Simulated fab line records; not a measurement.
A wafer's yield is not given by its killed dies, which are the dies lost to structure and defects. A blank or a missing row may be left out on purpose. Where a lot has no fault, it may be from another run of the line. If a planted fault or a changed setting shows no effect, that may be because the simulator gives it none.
Struck lot and sound lot, side by side ; flow nandHarc ; 44 out of 1302 route steps
Sound: wafers L982.1, L982.2, L982.4. Wafers struck: L100.2, L100.3, L100.5. The cause is named last.
Per side, at each step with rows, come the tool, then ch with its chambers, and then its first start. Under that, the readings that differ: sound wafers ; struck wafers ; difference of the means ; sigmas: that difference in standard deviations of wafers without a fault.
alike: readings with means less than 2 such deviations apart, plus words and numbers identical on both sides. not compared: withheld readings, readings lacking a value on some wafer, bounds such as >300 that could conceal the same value, and numbers that have no deviation in the record and whose values overlap.
Wherever a step has rows on one side only, a row that says differs or no value, or a row with sigmas, the two part there. Non-overlapping numbers with no deviation appear without sigmas and do not part them. A reading missing from all wafers of one side parts the sides only when that side holds two or more wafers.

NHARC_P_GATE_CD_MEAS_26 targets a cd of 120 nm.
  sound on cdSem-02 ch 0, day 6 05:40; struck on cdSem-03 ch 0, day 13 23:10
  alike: cdNm
NHARC_P_GATE_OVL_MEAS_27:
  sound on overlay-02, day 6 05:46; struck on overlay-01, day 13 23:16
  alike: overlayXNm, overlayYNm
NHARC_P_GATE_INSPECT_28:
  sound on defectInspect-01, day 6 05:48; struck on defectInspect-01, day 13 23:17
  alike: rawDefectCount
then, 1 step without rows for these wafers: NHARC_P_GATE_DESCUM_31 (chemistry O2, time 3 s).
NHARC_P_GATE_ETCH_104: etches the open film in CF4/CHF3, target depth 60 nm.
  sound on rieDiel-02 ch 1,2,3, day 6 05:56; struck on rieDiel-09 ch 0,1,3, day 13 23:26
  alike: drypumpMotorCurrentA, mfcArSccm, oesProductAu, rfVppV, showerheadPlenumPTorr, throttleValvePct
then, 2 steps without rows for these wafers: NHARC_P_GATE_HM_OPEN_105 (chemistry O2/COS, target depth 360 nm); NHARC_P_GATE_STRIP_106 (strips in O2/COS).
NHARC_P_GATE_ETCH_114: etches the open film in CF4/O2, target depth 30 nm, overetch 3 nm, time 16.5 s.
  sound on rieDiel-02 ch 1,2,3; struck on rieDiel-09 ch 1,2
  alike: drypumpMotorCurrentA, mfcArSccm, oesProductAu, rfVppV, showerheadPlenumPTorr, throttleValvePct
  not compared: rfHoursCounterH
then, 2 steps without rows for these wafers: NHARC_P_GATE_ETCH_32 (etches the open film in HBr/Cl2, target depth 150 nm, time 100.1 s); NHARC_P_GATE_STRIP_108 (strips in O2).
NHARC_P_GATE_CD_MEAS_33:
  sound on cdSem-01, day 6 06:40; struck on cdSem-01, day 14 00:10
  alike: cdNm
then, 1 step without rows for these wafers: NHARC_P_GATE_STRIP_35 (strips in SPM, time 600 s).
NHARC_P_GATE_PRECLEAN_73: cleans in SC1.
  sound on wetBench-03 ch 0,2,3, day 6 06:48; struck on wetBench-02 ch 0,3,7, day 14 00:17
then, 2 steps without rows for these wafers: NHARC_P_GATE_SRD_74; NHARC_P_GATE_ALD_36 (deposits SiNx, target thk 20 nm, pulse time 60 s, ald cycles 223).
NHARC_P_GATE_ETCHBACK_37: etches the open film in CHF3/O2, target depth 34.5 nm, time 17.2 s.
  sound on rieDiel-04 ch 0,2,3; struck on rieDiel-02 ch 1,3
reading;sound;struck;difference;sigmas
throttleValvePct (%);20.581 20.583 20.582;20.560 20.562 20.560;-0.021;-2
  alike: drypumpMotorCurrentA, mfcArSccm, oesProductAu, rfVppV, showerheadPlenumPTorr
  not compared: rfHoursCounterH
then, 13 steps without rows for these wafers: NHARC_P_GATE_STRIP_101 (strips in O2, time 20 s); NHARC_P_GATE_PRECLEAN_97 (cleans in SPM, time 600 s); NHARC_P_GATE_SRD_98; NHARC_P_GATE_PRECLEAN_99 (cleans in SC1); NHARC_P_GATE_SRD_100; NHARC_P_GATE_DEHYDRATE_38 (time 120 s); NHARC_P_GATE_HMDS_39 (time 30 s); NHARC_P_GATE_COAT_40; NHARC_P_GATE_SOFTBAKE_41 (time 95 s); NHARC_P_GATE_EBR_42; NHARC_P_GATE_EXPOSE_43 (exposes mask P NSD, target cd 720 nm); NHARC_P_GATE_PEB_44 (peb time 85 s); NHARC_P_GATE_DEVELOP_45 (time 70 s).
NHARC_P_GATE_CD_MEAS_46 targets a cd of 720 nm.
  sound on cdSem-02 ch 0, day 6 17:38; struck on cdSem-01 ch 0, day 14 11:10
  alike: cdNm
then, 3 steps without rows for these wafers: NHARC_P_GATE_HARDBAKE_47 (time 80 s); NHARC_P_GATE_DESCUM_48 (chemistry O2, time 3 s); NHARC_P_GATE_IMPLANT_49.
NHARC_P_GATE_STRIP_111: strips in N2/H2, time 250 s.
  sound on plasmaAsher-01 ch 0,1, day 6 18:11; struck on plasmaAsher-01 ch 0,1, day 14 11:44
reading;sound;struck;difference;sigmas
heaterPowerW (W);89.8 102.3 101.5;92.1 92.3 90.2;-6.3;-3
  alike: drypumpMotorCurrentA
  not compared: rfHoursCounterH
NHARC_P_GATE_STRIP_75: strips in O2.
  sound on plasmaAsher-01 ch 0,1, day 6 18:30; struck on plasmaAsher-01 ch 0,1, day 14 12:00
  alike: drypumpMotorCurrentA, heaterPowerW
  not compared: rfHoursCounterH
then, 7 steps without rows for these wafers: NHARC_P_GATE_STRIP_50 (strips in SPM, time 900 s); NHARC_P_GATE_DEHYDRATE_51 (time 120 s); NHARC_P_GATE_HMDS_52 (time 30 s); NHARC_P_GATE_COAT_53; NHARC_P_GATE_SOFTBAKE_54 (time 95 s); NHARC_P_GATE_EBR_55; NHARC_P_GATE_EXPOSE_56 (exposes mask P PSD, target cd 720 nm).
NHARC_P_GATE_INSPECT_68:
  sound on defectInspect-02, day 7 00:05; struck on defectInspect-01, day 14 17:38
reading;sound;struck;difference;sigmas
rawDefectCount;177 134 131;796 743 680;+592;+6
-- break in the record here, with 18 days between the starts of the struck wafers on either side (left off in module P_GATE, picked up again in module END, where the first step shown is number 1302 on the route) --
NHARC_END_SORT_01:
  sound on prober-01 ch 0, day 25 18:46; struck on prober-01 ch 0, day 33 03:39
reading;sound;struck;difference;sigmas
killedAtOther;0 0 0;3 3 4;+3;+3
killedAtPeriphery;1 2 2;70 37 65;+56;+21
killedDies;56 51 48;129 83 122;+60;+3
  alike: killedAtArray, killedOpen, killedShort

== WHERE THEY PART ==
First at NHARC_P_GATE_ETCHBACK_37; last, within this record, at NHARC_END_SORT_01.

WHY: whatever the simulator had introduced
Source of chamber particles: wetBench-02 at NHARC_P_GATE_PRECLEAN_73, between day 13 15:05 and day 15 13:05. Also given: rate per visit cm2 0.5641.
